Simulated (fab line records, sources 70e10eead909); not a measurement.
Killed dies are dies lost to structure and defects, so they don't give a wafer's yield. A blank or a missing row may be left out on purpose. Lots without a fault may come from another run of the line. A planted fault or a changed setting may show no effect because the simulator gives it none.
Which tool did it? | flow nand_harc | 15 lots, 45 wafers sampled, at 1 step of a route of 1159

WHAT THE GAUGES READ, wafer by wafer
NHARC_A_CONTACT_CD_MEAS_42: target cd 200 nm. Usual: cd_nm 199.9 nm, standard deviation 0.47.
lot  | measured     | on        | cd_nm (nm)        | flag
L603 | day 16 19:06 | cd_sem-01 | 198.8 199.8 199.9 |
L604 | day 16 23:28 | cd_sem-01 | 200.0 199.9 199.7 |
L607 | day 17 09:35 | cd_sem-02 | 199.8 199.4 199.2 |
L608 | day 17 19:22 | cd_sem-02 | 200.2 200.1 200.7 |
L610 | day 17 23:34 | cd_sem-03 | 200.6 200.7 200.9 |
L611 | day 18 02:04 | cd_sem-02 | 199.8 200.4 199.7 |
L609 | day 18 06:46 | cd_sem-02 | 199.9 200.1 199.6 |
L618 | day 19 23:38 | cd_sem-03 | 199.8 199.5 199.4 |
L623 | day 20 13:39 | cd_sem-02 | 199.5 200.0 199.2 |
L619 | day 20 16:55 | cd_sem-02 | 199.1 199.2 199.3 |
L624 | day 20 21:04 | cd_sem-03 | 199.5 199.5 200.1 |
L621 | day 20 21:52 | cd_sem-03 | 200.4 199.4 200.3 |
L622 | day 21 02:55 | cd_sem-02 | 200.1 199.8 200.7 |
L625 | day 21 08:49 | cd_sem-01 | 199.8 199.7 199.8 |
L626 | day 22 19:45 | cd_sem-01 | 199.6 199.3 200.0 |

WHICH TOOL RAN EACH LOT (tool, then ch and the chambers of the sampled wafers, then the start)
The record holds no process step before these readings.

WHAT THE TOOLS THEMSELVES READ (means of the sampled wafers that have a number; where no wafer has one, the mark that the record gives instead)
The record holds no such reading with a usual standard deviation.

THE ANSWER, worked out from the rows above alone
Rule: a lot is off if the mean of its wafers that have a number lies more than 3 standard deviations from the usual mean. A lot without any number at a reading at which 4 lots or more have one is off too. The other lots that the step has rows for count as sound. The gauges are gone through in route order, then the tools' own readings, and for those a lot's mean is taken as printed above. The first step at which some lot is off is used, and at that step the reading that is off furthest; a lot without a number counts as furthest.
No lot is off at any reading shown: from this, nothing can be told.

WHAT THE SIMULATOR HAD PUT IN
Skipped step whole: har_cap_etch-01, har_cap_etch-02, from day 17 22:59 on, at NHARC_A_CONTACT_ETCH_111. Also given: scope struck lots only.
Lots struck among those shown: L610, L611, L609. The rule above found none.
